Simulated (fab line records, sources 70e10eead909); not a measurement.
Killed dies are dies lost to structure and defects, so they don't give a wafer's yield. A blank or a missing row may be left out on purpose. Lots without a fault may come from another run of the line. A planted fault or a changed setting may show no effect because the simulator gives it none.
Chamber matching | flow nand_harc | NHARC_A_CHANNEL_FILL_D1_ETCHBACK_20 on rie_diel-07: 4 sister chambers
The step etches the open film in C4F8/O2/Ar, target depth 27 nm, time 13.5 s. 8 wafers are shown with their chamber, then 7 later ones without.

WAFERS WITH THEIR CHAMBER
wafer  | chamber | rf_vpp_V (V) | oes_product_au (a.u.)
L077.6 | 3       | 976          | 0.93
L079.5 | 3       | 975          | 0.91
L079.6 | 2       | 978          | 0.93
L090.1 | 1       | 985          | 0.99
L090.3 | 0       | 975          | 0.99
L090.6 | 0       | 973          | 0.99
L094.1 | 2       | 979          | 0.93
L094.3 | 1       | 986          | 0.92

WAFERS WITHOUT THEIR CHAMBER
wafer  | rf_vpp_V (V) | oes_product_au (a.u.)
L094.4 | 976          | 0.92
L095.3 | 985          | 0.93
L095.4 | 977          | 0.95
L095.6 | 977          | 0.92
L097.1 | 986          | 0.92
L097.2 | 977          | 0.94
L097.5 | 974          | 0.91

WHICH CHAMBER EACH WENT THROUGH
wafer  | from the rows above          | in truth
L094.4 | 3                            | 3
L095.3 | 1                            | 1
L095.4 | can't be placed: 2 or 3 or 0 | 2
L095.6 | can't be placed: 3 or 2      | 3
L097.1 | 1                            | 1
L097.2 | can't be placed: 2 or 3      | 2
L097.5 | can't be placed: 3 or 0      | 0
Placed correctly: 3 of 7. Can't be placed from these rows: 4 (the true chamber is among the candidates in 4). Placed wrongly: 0.
How it was worked out, from the rows above alone: a wafer's distance from a chamber is the root of the sum, over the readings, of the square of ((its reading less the chamber's mean) divided by the reading's scatter). The wafer belongs to the nearest chamber; if the next one is less than 2 further off, it can't be placed. A chamber's mean is the mean of its shown wafers. The scatter: the root of (the sum of the squares of (reading less its chamber's mean) over the shown wafers, divided by (wafers less chambers)).
